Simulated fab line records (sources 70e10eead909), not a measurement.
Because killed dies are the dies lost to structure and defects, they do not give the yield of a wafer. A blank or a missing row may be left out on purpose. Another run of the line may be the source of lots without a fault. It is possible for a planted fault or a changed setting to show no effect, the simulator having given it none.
Code-filled problem report in 8D (eight disciplines) form || flow nand_harc || the parts of the form that need people (team, actions taken, sign-off) are left out

1. WHAT WENT WRONG
Wafers without a fault read 999 nm, standard deviation 7; thk_nm at NHARC_A_ONON_D2_THK_MEAS_18 reads a mean of 471 nm on 3 wafers belonging to 3 lots. Measured from the usual mean, that is -75 standard deviations.
The step: measures by ellipsometry.
First seen on wafer L147.3, day 19 12:13, on film_metro-01. The record has a number at this step for 44 wafers belonging to 15 lots. Rule for "out" (also "out of limits"): further than 4 standard deviations from the usual mean. The rest of the wafers with a number are treated as sound.

2. WHAT IT IS; WHAT IT IS NOT
{"question": "which readings at this step", "is": "thk_nm", "is not": "-"}
{"question": "which lots", "is": "L147, L148, L151", "is not": "L131, L132, L133, L134, L135, L136, L137, L138, L139, L140, L141, L143"}
{"question": "which wafers of those lots", "is": "L147.3, L148.3, L151.2", "is not": "L147.6, L148.1, L148.6, L151.1, L151.6"}
{"question": "read on which gauges", "is": "film_metro-01, film_metro-02", "is not": "-"}
{"question": "when", "is": "from day 19 12:13", "is not": "up to then (37 sound wafers); but 4 sound wafers of L148, L151 came after"}

3. SUSPECTS, AND WHAT RULES EACH OUT
Counting: any tool at a process step up to the reading remains a suspect provided it ran every lot that is out. Sound lots after the first of them don't rule it out here, since some wafers of a struck lot are sound.
- ruled out: the gauge at NHARC_A_ONON_D2_THK_MEAS_18. 2 gauges (film_metro-01, film_metro-02) read the wafers that are out.
- pecvd_onon-04 at NHARC_A_ONON_D2_DEP_16 (target thk 1000 nm): kept. It ran every lot that is out, first L147 (day 19 11:49); its last sound lot up to then is L143 (day 17 07:33).
After counting, what remains is pecvd_onon-04 at NHARC_A_ONON_D2_DEP_16.

4. THE CAUSE (what the simulator had put in)
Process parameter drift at NHARC_A_ONON_D2_DEP_16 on pecvd_onon-04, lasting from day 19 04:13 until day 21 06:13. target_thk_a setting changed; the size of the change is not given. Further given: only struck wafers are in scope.
This tool alone remained once counting was done.

5. THE EFFECT CHAIN, in route order
Rows list readings where the struck wafers' mean (over those with a number) sits beyond 3 standard deviations from the usual. Readings are gone through only where the record gives a usual standard deviation; hours: the median, over the lots, of the time from a lot's start at the first step in this table giving one to that lot's start at this step; sigmas: the change measured in usual standard deviations.
{"hours": 0, "step": "NHARC_A_ONON_D2_THK_MEAS_18", "reading": "thk_nm", "usual": "999 nm", "on struck wafers": 471, "change": -528, "sigmas": -75}

6. HOW IT WOULD HAVE BEEN CAUGHT EARLIER
The first out-of-limits reading at a measuring or inspecting step in this record came at day 19 12:13, 8 hours after the fault's start at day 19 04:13.
Of the tool readings at NHARC_A_ONON_D2_DEP_16 for which the record gives a usual standard deviation, none was out on any struck wafer, so an alarm limit of 4 standard deviations on them would not have fired.
Of the lots that are out (3), L148, L151 began NHARC_A_ONON_D2_DEP_16 on pecvd_onon-04 after day 19 12:13. A hold on the tool at that time would have spared those 2.
